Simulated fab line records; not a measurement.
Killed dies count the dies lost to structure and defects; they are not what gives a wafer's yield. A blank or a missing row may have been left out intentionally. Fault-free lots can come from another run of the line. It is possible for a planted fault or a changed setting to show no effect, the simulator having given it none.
Comparing a struck lot with a sound one / flow nand_harc / 17 out of 1302 route steps
Sound: these wafers, L467.2, L467.3, L467.5. Wafers L472.1, L472.3, L472.5 were the ones struck. Last of all comes the cause.
Each step with rows lists, per side, the tool, then ch with its chambers, then its first start. Under that, the readings that differ: sound wafers / struck wafers / difference of the means / sigmas: that difference in standard deviations of wafers without a fault.
alike: a reading whose means differ by less than 2 such deviations, as well as words and numbers matching on both sides. not compared: withheld readings; readings where some wafer has no value; bounds like >300 that might hide an equal value; numbers whose values overlap and for which the record gives no deviation.
A row with sigmas, a row that says differs or no value, or rows on one side alone: a step with any of these is where the two part. When numbers do not overlap yet have no deviation, they are printed without sigmas and do not part them. Lack of a reading on every wafer of one side parts them only where that side has two or more wafers.

NHARC_P_M1_INSPECT_11:
  struck on defect_inspect-02, day 11 08:49; sound on defect_inspect-01, day 9 02:20
  alike: raw_defect_count
then, 1 step without rows for these wafers: NHARC_P_M1_DESCUM_14 (chemistry O2, time 3 s).
NHARC_P_M1_ETCH_35: etches the open film in N2/H2, target depth 40 nm, overetch 12 nm, time 43.94 s.
  sound on rie_diel-13 ch 1,2,3, day 9 02:29; struck on rie_diel-13 ch 0,1,3, day 11 09:12
  alike: drypump_motor_current_A, oes_product_au, rf_vpp_V, showerhead_plenum_p_Torr, throttle_valve_pct
  not compared: rf_hours_counter_h
then, 1 step without rows for these wafers: NHARC_P_M1_ETCH_15 (etches the open film in C4F8/Ar, target depth 182.5 nm, time 91.2 s).
NHARC_P_M1_CD_MEAS_16:
  struck on cd_sem-02, day 11 09:25; sound on cd_sem-02, day 9 02:41
  alike: cd_nm
NHARC_P_M1_STRIP_18: strips in N2/H2.
  sound on rie_diel-13 ch 0,1,2, day 9 02:49; struck on rie_diel-12 ch 0,2,3, day 11 09:30
  alike: drypump_motor_current_A, oes_product_au, rf_vpp_V, showerhead_plenum_p_Torr, throttle_valve_pct
  not compared: rf_hours_counter_h
then, 4 steps without rows for these wafers: NHARC_P_M1_ETCH_28 (etches the open film in CF4/N2, target depth 30 nm, time 72.99 s); NHARC_P_M1_STRIP_19 (strips in post etch residue remover, time 600 s); NHARC_P_M1_DEGAS_29 (time 60 s); NHARC_P_M1_PRE_CLEAN_30 (time 30 s).
NHARC_P_M1_PVD_20: deposits TaN, target thk 5 nm, time 8.06 s.
  sound on pvd_sputter-03; struck on pvd_sputter-02
  alike: throttle_valve_pct
NHARC_P_M1_PVD_21: deposits Cu, target thk 30 nm, time 20.49 s.
  sound on pvd_sputter-03; struck on pvd_sputter-02
  alike: throttle_valve_pct
NHARC_P_M1_ECD_22: material Cu, target thk 400 nm.
  sound on ecd_cu-02 ch 0,1, day 9 03:46; struck on ecd_cu-01 ch 0,1, day 11 11:05
NHARC_P_M1_ANNEAL_31: time 90 s.
  sound on rtp_anneal-02 ch 0, day 9 04:11; struck on rtp_anneal-01 ch 0, day 11 11:28
  alike: wafer_temp_C_max
NHARC_P_M1_CMP_23: polishes, t overpolish 20 s, target thk 157.82 nm.
  sound on cmp-03 ch 1,2,3, day 9 04:29; struck on cmp-04 ch 0,2,3, day 11 11:49
reading=time_to_endpoint_s (s); sound=26.3 24.1 25.1; struck=59.9 54.5 54.0; difference=+31.0; sigmas=+12
  alike: motor_current_A
NHARC_P_M1_THK_MEAS_24: measures by xrf.
  struck on film_metro-01, day 11 12:07; sound on film_metro-01, day 9 04:47
  alike: thk_nm
-- break in the record here, with 19 days between the starts of the struck wafers on either side (left off in module P_M1, picked up again in module END, where the first step shown is number 1302 on the route) --
NHARC_END_SORT_01:
  sound on prober-02 ch 0, day 26 21:55; struck on prober-02 ch 0, day 30 00:28
  alike: defect_limited_yield, killed_at_array, killed_at_other, killed_at_periphery, killed_dies, killed_open, killed_short, sort_bin_2_pct, sort_bin_3_pct, sort_bin_4_pct, sort_n_pass, sort_rim_yield_pct, sort_yield_pct

== WHERE THEY PART ==
Only at NHARC_P_M1_CMP_23, within this record. Later steps at which nothing parts them and some readings are alike: NHARC_P_M1_THK_MEAS_24, NHARC_END_SORT_01.

WHY: the cause the simulator had injected
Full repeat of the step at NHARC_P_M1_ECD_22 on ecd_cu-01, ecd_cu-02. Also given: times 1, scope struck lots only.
